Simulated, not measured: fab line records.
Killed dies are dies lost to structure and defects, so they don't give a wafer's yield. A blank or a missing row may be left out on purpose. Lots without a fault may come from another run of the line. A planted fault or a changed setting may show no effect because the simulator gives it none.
The tool behind it: which one? :: flow nand_harc :: Sampling: 12 lots, 36 wafers, 3 of 1159 route steps

## WHAT THE GAUGES SHOWED, per wafer
NHARC_A_SLIT_CD_MEAS_09 targets a cd of 300 nm.
lot: L076
measured: day 14 17:53
on: cd_sem-02
cd_nm (nm): 299.1 298.6 299.4

lot: L075
measured: day 14 22:20
on: cd_sem-02
cd_nm (nm): 299.2 301.3 299.9

lot: L079
measured: day 15 10:22
on: cd_sem-03
cd_nm (nm): 300.8 300.9 300.7

lot: L084
measured: day 16 12:13
on: cd_sem-03
cd_nm (nm): 298.9 300.2 298.5

lot: L081
measured: day 16 12:16
on: cd_sem-02
cd_nm (nm): 299.7 300.3 299.6

lot: L086
measured: day 17 16:21
on: cd_sem-01
cd_nm (nm): 300.1 300.1 300.3

lot: L089
measured: day 17 18:12
on: cd_sem-02
cd_nm (nm): 299.9 299.6 300.6

lot: L085
measured: day 17 19:34
on: cd_sem-01
cd_nm (nm): 299.4 298.9 299.2

lot: L091
measured: day 18 05:04
on: cd_sem-03
cd_nm (nm): 298.9 299.7 300.3

lot: L092
measured: day 18 18:29
on: cd_sem-03
cd_nm (nm): 300.9 300.0 299.9

lot: L094
measured: day 19 09:15
on: cd_sem-03
cd_nm (nm): 299.2 298.6 298.8

lot: L097
measured: day 20 03:28
on: cd_sem-03
cd_nm (nm): 301.4 300.3 301.1

## TOOL THAT RAN EACH LOT (tool first, then ch and the chambers of the sampled wafers, then the start)
lot: L076
NHARC_A_SLIT_DEP_00: acl_dep-03 ch 0, day 14 16:10
NHARC_A_SLIT_DEP_23: pecvd-02 ch 0,1,2, day 14 17:17

lot: L075
NHARC_A_SLIT_DEP_00: acl_dep-01 ch 0, day 14 19:37
NHARC_A_SLIT_DEP_23: pecvd-01 ch 0,2, day 14 21:40

lot: L079
NHARC_A_SLIT_DEP_00: acl_dep-02 ch 0, day 15 07:43
NHARC_A_SLIT_DEP_23: pecvd-04 ch 0,1, day 15 09:41

lot: L084
NHARC_A_SLIT_DEP_00: acl_dep-01 ch 0, day 16 05:55
NHARC_A_SLIT_DEP_23: pecvd-02 ch 0,2, day 16 07:35

lot: L081
NHARC_A_SLIT_DEP_00: acl_dep-02 ch 0, day 16 09:52
NHARC_A_SLIT_DEP_23: pecvd-02 ch 0,2, day 16 11:44

lot: L086
NHARC_A_SLIT_DEP_00: acl_dep-02 ch 0, day 17 13:39
NHARC_A_SLIT_DEP_23: pecvd-04 ch 0,1,2, day 17 15:40

lot: L089
NHARC_A_SLIT_DEP_00: acl_dep-02 ch 0, day 17 15:38
NHARC_A_SLIT_DEP_23: pecvd-02 ch 1,2, day 17 17:42

lot: L085
NHARC_A_SLIT_DEP_00: acl_dep-01 ch 0, day 17 16:45
NHARC_A_SLIT_DEP_23: pecvd-02 ch 0,1,2, day 17 18:53

lot: L091
NHARC_A_SLIT_DEP_00: acl_dep-02 ch 0, day 18 03:27
NHARC_A_SLIT_DEP_23: pecvd-02 ch 0,1,2, day 18 04:35

lot: L092
NHARC_A_SLIT_DEP_00: acl_dep-03 ch 0, day 18 16:27
NHARC_A_SLIT_DEP_23: pecvd-04 ch 0,1,2, day 18 17:51

lot: L094
NHARC_A_SLIT_DEP_00: acl_dep-01 ch 0, day 19 06:25
NHARC_A_SLIT_DEP_23: pecvd-02 ch 0,1, day 19 08:37

lot: L097
NHARC_A_SLIT_DEP_00: acl_dep-01 ch 0, day 20 01:34
NHARC_A_SLIT_DEP_23: pecvd-04 ch 0,1,2, day 20 02:56
- NHARC_A_SLIT_DEP_00: deposits aC, target thk 3200 nm.
- NHARC_A_SLIT_DEP_23: deposits SiON, target thk 100 nm.

## THE ANSWER, worked out from the rows above alone
Rule: what is usual is taken from the lots themselves. Put in order of their means at a reading, lots are off if they are a third of the lots or fewer, leave a main group of 4 or more, and stand apart from it by a gap of 3 or more times the standard deviation of the main group's means; of several such gaps the widest counts. Not used: any main group whose means are identical at the precision the tables above print for the reading. A lot without any number at a reading at which 4 lots or more have one is off too. The other lots that the step has rows for count as sound.
Nothing can be told from this: no lot is off at any reading shown.

## WHAT THE SIMULATOR PUT IN
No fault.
